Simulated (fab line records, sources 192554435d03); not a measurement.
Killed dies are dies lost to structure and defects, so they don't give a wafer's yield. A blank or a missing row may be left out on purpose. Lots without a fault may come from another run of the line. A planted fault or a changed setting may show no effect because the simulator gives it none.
Chamber matching | flow n5_finfet | N5_BEOL_M14_DESCUM_33 on rie_diel-06: 4 sister chambers
The step chemistry O2, time 7.9 s. 4 wafers are shown with their chamber, then 10 later ones without.

WAFERS WITH THEIR CHAMBER
wafer  | chamber | drypump_motor_current_A (A)
L085.1 | 3       | 6.4
L085.2 | 2       | 5.6
L088.2 | 0       | 5.0
L088.3 | 1       | 5.4

WAFERS WITHOUT THEIR CHAMBER
wafer  | drypump_motor_current_A (A)
L088.5 | 5.7
L087.1 | 6.4
L087.5 | 5.4
L087.6 | 5.0
L093.2 | 6.5
L093.5 | 5.7
L093.6 | 6.4
L095.1 | 6.4
L095.2 | 5.4
L095.6 | 5.6

WHICH CHAMBER EACH WENT THROUGH
wafer  | from the rows above | in truth
L088.5 | 2                   | 2
L087.1 | 3                   | 3
L087.5 | 1                   | 1
L087.6 | 0                   | 0
L093.2 | 3                   | 3
L093.5 | 2                   | 2
L093.6 | 3                   | 3
L095.1 | 3                   | 3
L095.2 | 1                   | 1
L095.6 | 2                   | 2
Placed correctly: 10 of 10. Can't be placed from these rows: 0. Placed wrongly: 0.
How it was worked out, from the rows above alone: a wafer's distance from a chamber is the root of the sum, over the readings, of the square of ((its reading less the chamber's mean) divided by the reading's scatter). The wafer belongs to the nearest chamber; if the next one is less than 2 further off, it can't be placed. A chamber's mean is the mean of its shown wafers. The scatter: with one shown wafer a chamber, the root of the mean of the squares of how far each hidden wafer lies from its nearest shown one.
